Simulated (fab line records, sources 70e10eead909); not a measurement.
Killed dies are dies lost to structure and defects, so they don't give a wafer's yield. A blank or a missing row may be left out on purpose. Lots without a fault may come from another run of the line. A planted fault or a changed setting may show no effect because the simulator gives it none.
Chamber matching | flow nand_harc | NHARC_A_STAIRCASE_DEP_325 on pecvd-01: 3 sister chambers
The step deposits SiO2, target thk 3800 nm. 16 wafers are shown with their chamber, then 8 later ones without.

WAFERS WITH THEIR CHAMBER
wafer  | chamber | heater_power_w (W)
L077.2 | 2       | 654
L077.3 | 0       | 864
L077.5 | 1       | 637
L080.1 | 2       | 665
L080.2 | 1       | 699
L080.5 | 1       | 661
L083.1 | 1       | 814
L083.2 | 2       | 697
L083.5 | 2       | 542
L087.3 | 2       | 680
L087.5 | 1       | 656
L087.6 | 0       | 688
L090.1 | 0       | 825
L090.3 | 1       | 792
L090.6 | 0       | 708
L093.1 | 1       | 692

SIGNATURES (means of the wafers above)
reading        | chamber 0 | chamber 1 | chamber 2 | scatter within a chamber
heater_power_w | 771.25    | 707.29    | 647.60    | 71.2
Rule: a wafer's distance from a chamber is the root of the sum, over the readings, of the square of ((its reading less the chamber's mean) divided by the reading's scatter). The wafer belongs to the nearest chamber; if the next one is less than 2 further off, it can't be placed. The scatter: the root of (the sum of the squares of (reading less its chamber's mean) over the shown wafers, divided by (wafers less chambers)).

WAFERS WITHOUT THEIR CHAMBER
wafer  | heater_power_w (W)
L093.3 | 843
L093.4 | 644
L091.1 | 731
L091.5 | 692
L091.6 | 704
L097.1 | 745
L097.3 | 816
L097.5 | 529

WHICH CHAMBER EACH WENT THROUGH
wafer  | from the rows above          | in truth
L093.3 | can't be placed: 0 or 1 or 2 | 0
L093.4 | can't be placed: 2 or 1 or 0 | 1
L091.1 | can't be placed: 1 or 0 or 2 | 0
L091.5 | can't be placed: 1 or 2 or 0 | 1
L091.6 | can't be placed: 1 or 2 or 0 | 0
L097.1 | can't be placed: 0 or 1 or 2 | 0
L097.3 | can't be placed: 0 or 1 or 2 | 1
L097.5 | can't be placed: 2 or 1 or 0 | 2
Placed correctly: 0 of 8. Can't be placed from these rows: 8 (the true chamber is among the candidates in 8). Placed wrongly: 0.
